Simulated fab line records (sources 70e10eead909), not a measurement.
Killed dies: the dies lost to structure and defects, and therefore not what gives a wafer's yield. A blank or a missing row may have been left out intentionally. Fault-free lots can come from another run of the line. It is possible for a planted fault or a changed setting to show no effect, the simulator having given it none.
The tool behind it: which one? | flow nandHarc | 33 wafers from 11 lots sampled at 5 of the route's 1302 steps

WHAT THE GAUGES SHOWED, per wafer
NHARC_END_SORT_01.
lot  | measured     | on        | killedAtArray | killedAtOther | killedAtPeriphery | killedDies | killedOpen | killedShort
L959 | day 24 19:16 | prober-01 | 67 63 62      | 0 0 0         | 5 4 4             | 72 67 66   | 2 3 6      | 3 3 0

WHAT TOOL EACH LOT RAN ON (gives the tool, then ch and the chambers of the sampled wafers, and finally the start)
lot  | NHARC_A_SLIT_ETCH_29              | NHARC_A_SLIT_STRIP_18                        | NHARC_A_WL_FILL_STRIP_27            | NHARC_A_WL_FILL_ETCHBACK_26
L959 | rieDiel-05 ch 1,2,3, day 20 11:07 | rieDiel-05 ch 0,3, day 20 19:39 or earlier   | plasmaAsher-01 ch 0,1, day 20 19:39 | rieSi-02 ch 1,2, day 21 10:44
L961 | rieDiel-12 ch 2,3, day 21 02:58   | rieDiel-12 ch 1,2,3, day 21 12:55 or earlier | plasmaAsher-01 ch 0, day 21 12:55   | rieSi-02 ch 2,3, day 22 08:28
L964 | rieDiel-01 ch 0,2, day 21 20:41   | rieDiel-01 ch 0,2, day 22 05:32 or earlier   | plasmaAsher-02 ch 0, day 22 05:32   | rieSi-02 ch 0,2,3, day 22 20:32
L967 | rieDiel-12 ch 1,2,3, day 22 17:48 | rieDiel-12 ch 0,2,3, day 23 02:29 or earlier | plasmaAsher-01 ch 0,1, day 23 02:29 | rieSi-02 ch 1,2,3, day 23 20:56
L968 | rieDiel-05 ch 1,2, day 23 12:44   | rieDiel-05 ch 0,1, day 23 21:43 or earlier   | plasmaAsher-01 ch 0,1, day 23 21:43 | rieSi-02 ch 0,2, day 24 12:57
L970 | rieDiel-12 ch 0,1,2, day 24 05:22 | rieDiel-12 ch 0,1,2, day 24 14:24 or earlier | plasmaAsher-01 ch 0,1, day 24 14:24 | rieSi-01 ch 0,1,2, day 25 06:12
L975 | rieDiel-01 ch 1,2, day 25 19:14   | rieDiel-01 ch 0,1, day 26 03:08 or earlier   | plasmaAsher-01 ch 0,1, day 26 03:08 | rieSi-06 ch 0,2,3, day 26 21:49
L979 | rieDiel-01 ch 0,2,3, day 28 14:49 | rieDiel-01 ch 0,3, day 29 00:08 or earlier   | plasmaAsher-02 ch 0,1, day 29 00:08 | rieSi-01 ch 1,2,3, day 29 19:03
L981 | rieDiel-05 ch 2,3, day 28 19:04   | rieDiel-05 ch 0,1,2, day 29 04:02 or earlier | plasmaAsher-02 ch 0,1, day 29 04:02 | rieSi-02 ch 1,2, day 29 19:02
L980 | rieDiel-12 ch 0,1,3, day 28 19:16 | rieDiel-12 ch 0,1,3, day 29 04:14 or earlier | plasmaAsher-01 ch 0,1, day 29 04:14 | rieSi-02 ch 0,1,3, day 29 22:06
L982 | rieDiel-05 ch 0,1,3, day 29 12:29 | rieDiel-05 ch 0,1,2, day 29 21:22 or earlier | plasmaAsher-01 ch 0,1, day 29 21:22 | rieSi-06 ch 0,2, day 30 12:56
- NHARC_A_SLIT_ETCH_29: etches the open film in CF4/O2, target depth 100 nm, overetch 10 nm, time 55 s.
- NHARC_A_SLIT_STRIP_18: strips in O2.
- NHARC_A_WL_FILL_STRIP_27: strips in N2/H2, time 20 s.
- NHARC_A_WL_FILL_ETCHBACK_26: etches the open film in HBr, target depth 52 nm, time 13.3 s.

AS READ BY THE TOOLS THEMSELVES (means over the sampled wafers that have a number; for cases with no such wafer, the mark the record gives instead)
NHARC_A_SLIT_ETCH_29.
lot  | tool       | biasW (W) | drypumpMotorCurrentA (A) | oes_f_703_au (a.u.) | oesProductAu (a.u.) | rfVppV (V) | showerheadPlenumPTorr (Torr) | throttleValvePct (%)
L959 | rieDiel-05 | 100.1     | 6.0                      | 0.999               | 0.996               | 198.6      | 1.37                         | 13.391
L961 | rieDiel-12 | 100.1     | 5.7                      | 1.003               | 0.986               | 197.5      | 1.31                         | 13.401
L964 | rieDiel-01 | 100.3     | 5.1                      | 0.998               | 0.997               | 199.9      | 1.41                         | 13.386
L967 | rieDiel-12 | 99.9      | 5.7                      | 0.998               | 1.004               | 198.4      | 1.34                         | 13.396
L968 | rieDiel-05 | 100.3     | 6.2                      | 1.007               | 0.998               | 199.7      | 1.38                         | 13.391
L970 | rieDiel-12 | 99.8      | 5.7                      | 0.996               | 0.995               | 197.2      | 1.34                         | 13.399
L975 | rieDiel-01 | 100.0     | 5.7                      | 0.996               | 0.994               | 199.9      | 1.42                         | 13.398
L979 | rieDiel-01 | 99.9      | 5.2                      | 1.000               | 0.996               | 199.3      | 1.41                         | 13.403
L981 | rieDiel-05 | 99.7      | 5.7                      | 0.999               | 1.005               | 197.9      | 1.33                         | 13.398
L980 | rieDiel-12 | 99.9      | 5.6                      | 0.998               | 0.989               | 197.2      | 1.31                         | 13.399
L982 | rieDiel-05 | 100.0     | 6.2                      | 1.001               | 1.007               | 198.1      | 1.36                         | 13.399

NHARC_A_SLIT_STRIP_18.
lot  | tool       | drypumpMotorCurrentA (A) | oesProductAu (a.u.) | rfVppV (V) | showerheadPlenumPTorr (Torr) | throttleValvePct (%)
L959 | rieDiel-05 | 6.1                      | 0.999               | 57.9       | 3.47                         | 17.025
L961 | rieDiel-12 | 5.6                      | 0.996               | 57.5       | 3.55                         | 17.041
L964 | rieDiel-01 | 5.0                      | 1.001               | 58.1       | 3.69                         | 17.028
L967 | rieDiel-12 | 5.8                      | 1.000               | 57.1       | 3.39                         | 17.042
L968 | rieDiel-05 | 6.2                      | 1.005               | 57.2       | 3.52                         | 17.027
L970 | rieDiel-12 | 5.7                      | 1.008               | 57.7       | 3.53                         | 17.032
L975 | rieDiel-01 | 5.2                      | 0.995               | 58.2       | 3.69                         | 17.038
L979 | rieDiel-01 | 5.2                      | 1.006               | 57.8       | 3.69                         | 17.039
L981 | rieDiel-05 | 6.1                      | 1.003               | 57.6       | 3.54                         | 17.035
L980 | rieDiel-12 | 5.7                      | 1.002               | 57.1       | 3.46                         | 17.039
L982 | rieDiel-05 | 6.1                      | 1.002               | 57.7       | 3.54                         | 17.031

NHARC_A_WL_FILL_STRIP_27.
lot  | tool           | drypumpMotorCurrentA (A) | heaterPowerW (W)
L959 | plasmaAsher-01 | 6.0                      | 402
L961 | plasmaAsher-01 | 5.5                      | 364
L964 | plasmaAsher-02 | 5.2                      | 319
L967 | plasmaAsher-01 | 5.7                      | 380
L968 | plasmaAsher-01 | 5.9                      | 400
L970 | plasmaAsher-01 | 5.9                      | 400
L975 | plasmaAsher-01 | 5.7                      | 379
L979 | plasmaAsher-02 | 6.1                      | 373
L981 | plasmaAsher-02 | 5.7                      | 356
L980 | plasmaAsher-01 | 5.7                      | 381
L982 | plasmaAsher-01 | 5.7                      | 382

NHARC_A_WL_FILL_ETCHBACK_26.
lot  | tool     | biasW (W) | drypumpMotorCurrentA (A) | oesProductAu (a.u.) | throttleValvePct (%)
L959 | rieSi-02 | 60.06     | 5.3                      | 0.994               | 23.267
L961 | rieSi-02 | 59.86     | 6.1                      | 0.997               | 23.261
L964 | rieSi-02 | 59.83     | 6.1                      | 0.993               | 23.260
L967 | rieSi-02 | 60.06     | 5.7                      | 0.993               | 23.274
L968 | rieSi-02 | 60.06     | 6.2                      | 0.989               | 23.264
L970 | rieSi-01 | 59.99     | 6.1                      | 1.000               | 23.268
L975 | rieSi-06 | 60.02     | 5.9                      | 0.999               | 23.270
L979 | rieSi-01 | 60.10     | 6.1                      | 1.010               | 23.261
L981 | rieSi-02 | 60.07     | 5.8                      | 0.938               | 23.273
L980 | rieSi-02 | 60.04     | 5.7                      | 0.949               | 23.270
L982 | rieSi-06 | 60.12     | 5.7                      | 0.988               | 23.268

THE ANSWER, worked out from the rows above alone
Rule: the usual values come from the lots themselves. Put in order of their means at a reading, lots are off if they are a third of the lots or fewer, leave a main group of 4 or more, and stand apart from it by a gap of 3 or more times the standard deviation of the main group's means; of several such gaps the widest counts. If all means in a main group match to the digits the tables above print for the reading, that group is not used. Also off: a lot with no number at a reading for which 4 or more lots have one. Where the step has rows for the other lots, those lots are counted as sound. After the gauges, taken in route order, come the tools' own readings; for these a lot's mean is taken, as printed above. The first step at which some lot is off is used, and at that step the reading that is off furthest; a lot without a number counts as furthest.
Off: L981, L980 (NHARC_A_WL_FILL_ETCHBACK_26, oesProductAu). For the main group the mean is 0.996 a.u. and the standard deviation 0.0063.
If a tool, at that step or one of the process steps before it, ran each lot that is off and ran no sound lot following the first of them, it fits. Because NHARC_A_SLIT_STRIP_18 lacks a start for some lots, the hours and order of its lots are taken from NHARC_A_WL_FILL_STRIP_27. One candidate fits, namely rieSi-02 at NHARC_A_WL_FILL_ETCHBACK_26. A fault onset in the window from L968 (day 24 12:57, its last sound lot) to L981 (day 29 19:02, its first lot off) fits.
The tool's own readings at NHARC_A_WL_FILL_ETCHBACK_26 bear it out: on the lots that are off they differ by more than 5 times the standard deviation of the sound lots' means. oesProductAu reads 0.944 a.u. there against 0.996 a.u. on the sound lots.

WHAT THE SIMULATOR HAD PUT IN
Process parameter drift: rieSi-02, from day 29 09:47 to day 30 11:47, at NHARC_A_WL_FILL_ETCHBACK_26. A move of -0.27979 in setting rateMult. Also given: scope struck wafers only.
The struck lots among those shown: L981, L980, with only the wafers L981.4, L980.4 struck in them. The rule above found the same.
